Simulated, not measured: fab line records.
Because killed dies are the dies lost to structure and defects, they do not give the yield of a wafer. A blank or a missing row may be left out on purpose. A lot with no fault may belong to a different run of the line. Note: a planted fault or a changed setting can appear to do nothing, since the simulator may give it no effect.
Matching of chambers	flow nand-harc	NHARC_A_SLIT_ETCH_24 on rie-diel-02: 4 sister chambers
The step etches the open film in CF4/CHF3, target depth 121 nm, time 60.5 s. 4 wafers are shown with their chamber, then 9 later ones without.

## WAFERS, EACH WITH ITS CHAMBER
wafer	chamber	showerhead-plenum-p-Torr (Torr)
L705.6	2	1.51
L715.6	3	1.65
L716.4	0	1.61
L716.6	1	1.58

## WAFERS WHOSE CHAMBER IS MISSING
wafer	showerhead-plenum-p-Torr (Torr)
L718.3	1.65
L718.5	1.51
L718.6	1.65
L721.1	1.60
L721.2	1.51
L721.3	1.64
L720.1	1.51
L720.2	1.64
L720.5	1.51

## WHICH CHAMBER EACH WENT THROUGH
wafer	from the rows above	in truth
L718.3	3	3
L718.5	2	2
L718.6	3	3
L721.1	can't be placed: 0 or 1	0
L721.2	2	2
L721.3	3	3
L720.1	2	2
L720.2	3	3
L720.5	2	2
Correct placement for 8 of the 9. Not placeable from these rows: 1 (in 1, the candidates include the true chamber). Number placed wrongly: 0.
How it was worked out, from the rows above alone: a wafer's distance from a chamber is the root of the sum, over the readings, of the square of ((its reading less the chamber's mean) divided by the reading's scatter). If the next closest chamber is less than 2 further off than the closest, the wafer can't be placed; otherwise it belongs to the closest. The mean given for a chamber averages the wafers shown for that chamber. The scatter (one wafer shown for each chamber): square how far every hidden wafer sits from the nearest shown wafer, average those squares and take the square root.
